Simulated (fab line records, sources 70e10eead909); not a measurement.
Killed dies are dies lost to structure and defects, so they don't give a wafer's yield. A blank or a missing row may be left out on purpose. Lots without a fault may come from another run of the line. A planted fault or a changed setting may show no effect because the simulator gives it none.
Chamber matching | flow nand_harc | NHARC_P_ZERO_WELL_ETCH_63 on rie_si-03: 4 sister chambers
The step etches the open film in HBr/Cl2, target depth 120 nm, time 40.1 s. 14 wafers are shown with their chamber, then 7 later ones without.

WAFERS WITH THEIR CHAMBER
wafer  | chamber | oes_product_au (a.u.) | he_backside_leak_sccm (sccm) | chamber_pressure_mTorr (mTorr)
L075.1 | 0       | 0.998                 | 2.90                         | 14.987
L075.2 | 1       | 1.004                 | 2.99                         | 15.013
L075.3 | 2       | 1.043                 | 2.90                         | 14.991
L078.3 | 1       | 1.002                 | 2.78                         | 15.006
L078.4 | 3       | 1.019                 | 2.58                         | 14.995
L078.6 | 2       | 1.034                 | 2.81                         | 14.999
L083.1 | 3       | 1.013                 | 2.78                         | 15.017
L083.2 | 2       | 1.027                 | 2.98                         | 14.995
L083.5 | 3       | 1.016                 | 2.77                         | 14.970
L087.1 | 1       | 1.015                 | 3.07                         | 14.989
L087.2 | 2       | 1.029                 | 3.00                         | 14.994
L087.3 | 3       | 1.012                 | 2.56                         | 14.983
L092.1 | 1       | 1.003                 | 3.25                         | 14.999
L092.3 | 2       | 1.025                 | 2.90                         | 15.004

SIGNATURES (means of the wafers above)
reading                | chamber 0 | chamber 1 | chamber 2 | chamber 3 | scatter within a chamber
oes_product_au         | 0.99800   | 1.00600   | 1.03160   | 1.01500   | 0.00589
he_backside_leak_sccm  | 2.9000    | 3.0225    | 2.9180    | 2.6725    | 0.134
chamber_pressure_mTorr | 14.98700  | 15.00175  | 14.99660  | 14.99125  | 0.0127
Rule: a wafer's distance from a chamber is the root of the sum, over the readings, of the square of ((its reading less the chamber's mean) divided by the reading's scatter). The wafer belongs to the nearest chamber; if the next one is less than 2 further off, it can't be placed. The scatter: the root of (the sum of the squares of (reading less its chamber's mean) over the shown wafers, divided by (wafers less chambers)).

WAFERS WITHOUT THEIR CHAMBER
wafer  | oes_product_au (a.u.) | he_backside_leak_sccm (sccm) | chamber_pressure_mTorr (mTorr)
L092.4 | 1.004                 | 2.92                         | 14.986
L093.1 | 1.003                 | 3.21                         | 15.000
L093.3 | 1.025                 | 2.88                         | 15.009
L093.4 | 1.012                 | 2.66                         | 15.008
L094.1 | 1.018                 | 2.46                         | 14.999
L094.3 | 1.034                 | 2.79                         | 15.000
L094.6 | 1.036                 | 2.97                         | 15.005

WHICH CHAMBER EACH WENT THROUGH
wafer  | from the rows above          | in truth
L092.4 | can't be placed: 0 or 1 or 3 | 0
L093.1 | can't be placed: 1 or 0      | 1
L093.3 | can't be placed: 2 or 3 or 1 | 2
L093.4 | can't be placed: 3 or 1 or 0 | 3
L094.1 | 3                            | 3
L094.3 | 2                            | 2
L094.6 | 2                            | 2
Placed correctly: 3 of 7. Can't be placed from these rows: 4 (the true chamber is among the candidates in 4). Placed wrongly: 0.
